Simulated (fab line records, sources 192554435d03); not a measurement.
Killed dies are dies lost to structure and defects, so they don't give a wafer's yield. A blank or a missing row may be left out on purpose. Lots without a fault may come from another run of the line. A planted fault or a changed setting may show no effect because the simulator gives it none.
Chamber matching | flow n5_finfet | N5_HKMG_FIN_ALD_36 on ald_metal-02: 4 sister chambers
The step deposits TiN, target thk 1 nm, pulse time 1 s, purge time 3 s. 8 wafers are shown with their chamber, then 11 later ones without.

WAFERS WITH THEIR CHAMBER
wafer  | chamber | heater_power_w (W) | precursor_pulse_height_rel
L085.2 | 0       | 813                | 0.997
L086.6 | 2       | 932                | 0.996
L089.2 | 1       | 749                | 1.032
L089.5 | 3       | 738                | 0.964
L091.2 | 1       | 759                | 1.018
L091.3 | 0       | 808                | 0.991
L091.6 | 3       | 718                | 0.969
L092.2 | 2       | 944                | 0.973

WAFERS WITHOUT THEIR CHAMBER
wafer  | heater_power_w (W) | precursor_pulse_height_rel
L092.3 | 710                | 0.992
L092.4 | 767                | 0.991
L093.1 | 941                | 0.986
L093.2 | 800                | 1.003
L093.5 | 956                | 1.016
L095.1 | 761                | 0.995
L095.3 | 955                | 1.015
L095.4 | 821                | 1.002
L096.1 | 818                | 1.001
L096.3 | 953                | 0.975
L096.4 | 753                | 1.006

WHICH CHAMBER EACH WENT THROUGH
wafer  | from the rows above          | in truth
L092.3 | 3                            | 3
L092.4 | can't be placed: 1 or 0 or 3 | 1
L093.1 | 2                            | 2
L093.2 | 0                            | 0
L093.5 | 2                            | 2
L095.1 | can't be placed: 1 or 3      | 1
L095.3 | 2                            | 2
L095.4 | 0                            | 0
L096.1 | 0                            | 0
L096.3 | 2                            | 2
L096.4 | 1                            | 1
Placed correctly: 9 of 11. Can't be placed from these rows: 2 (the true chamber is among the candidates in 2). Placed wrongly: 0.
How it was worked out, from the rows above alone: a wafer's distance from a chamber is the root of the sum, over the readings, of the square of ((its reading less the chamber's mean) divided by the reading's scatter). The wafer belongs to the nearest chamber; if the next one is less than 2 further off, it can't be placed. A chamber's mean is the mean of its shown wafers. The scatter: the root of (the sum of the squares of (reading less its chamber's mean) over the shown wafers, divided by (wafers less chambers)).
